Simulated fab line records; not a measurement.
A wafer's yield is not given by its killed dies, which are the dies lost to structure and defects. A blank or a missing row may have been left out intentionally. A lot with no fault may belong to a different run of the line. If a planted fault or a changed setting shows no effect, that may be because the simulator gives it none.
Which tool was responsible? -- flow n5Finfet -- 12 lots with 36 wafers sampled at 3 steps, on a route of 1938 steps

WHAT EACH GAUGE READ, for each wafer
N5_BEOL_M6_THK_MEAS_53: measures by xrf.
lot,measured,on,M6_THK (nm)
L076,day 9 08:28,filmMetro-02,76.6 80.3 77.1
L074,day 9 19:17,filmMetro-02,79.5 79.3 78.4
L078,day 10 04:33,filmMetro-01,86.2 81.6 79.3
L081,day 10 09:40,filmMetro-01,83.5 84.3 86.2
L083,day 11 03:10,filmMetro-02,82.2 77.6 84.5
L085,day 11 22:06,filmMetro-02,82.6 77.7 84.1
L087,day 12 07:42,filmMetro-01,85.1 81.2 81.4
L089,day 12 17:32,filmMetro-02,83.6 78.5 78.2
L090,day 13 07:46,filmMetro-02,85.5 78.2 82.0
L094,day 13 16:09,filmMetro-02,80.4 80.6 78.4
L095,day 14 06:45,filmMetro-01,78.6 81.0 84.3
L097,day 14 12:40,filmMetro-01,84.3 77.8 86.5

TOOL THAT RAN EACH LOT (tool first, then ch and the chambers of the sampled wafers, then the start)
lot,N5_BEOL_M6_DEGAS_44,N5_BEOL_M6_PRE_CLEAN_45
L076,"pvdSputter-01, day 9 06:39","pvdSputter-01, day 9 06:41"
L074,"pvdSputter-01, day 9 17:28","pvdSputter-01, day 9 17:30"
L078,"pvdSputter-03, day 10 02:01","pvdSputter-03, day 10 02:03"
L081,"pvdSputter-01, day 10 08:02","pvdSputter-01, day 10 08:05"
L083,"pvdSputter-03, day 11 01:35","pvdSputter-03, day 11 01:37"
L085,"pvdSputter-01, day 11 20:23","pvdSputter-01, day 11 20:25"
L087,"pvdSputter-03, day 12 05:58","pvdSputter-03, day 12 06:00"
L089,"pvdSputter-03, day 12 16:08","pvdSputter-03, day 12 16:11"
L090,"pvdSputter-03, day 13 05:50","pvdSputter-03, day 13 05:53"
L094,"pvdSputter-02, day 13 13:41","pvdSputter-02, day 13 13:43"
L095,"pvdSputter-03, day 14 03:29","pvdSputter-03, day 14 03:31"
L097,"pvdSputter-03, day 14 10:26","pvdSputter-03, day 14 10:28"
- N5_BEOL_M6_DEGAS_44: time 60 s.
- N5_BEOL_M6_PRE_CLEAN_45: time 30 s.

THE ANSWER, worked out from the rows above alone
Rule: what is usual is taken from the lots themselves. The widest of any qualifying gaps counts: lots, ordered by their means at a reading, are off when they make up no more than a third of the lots, leave a main group of 4 or more, and stand apart from it by 3 or more times the standard deviation of that group's means. The tables above print the reading to a certain number of digits; a main group whose means all agree to those digits is not used. Also off: a lot with no number at a reading for which 4 or more lots have one. Where the step has rows for the other lots, those lots are counted as sound.
No lot is off at any reading shown: from this, nothing can be told.

WHAT HAD BEEN PUT IN BY THE SIMULATOR
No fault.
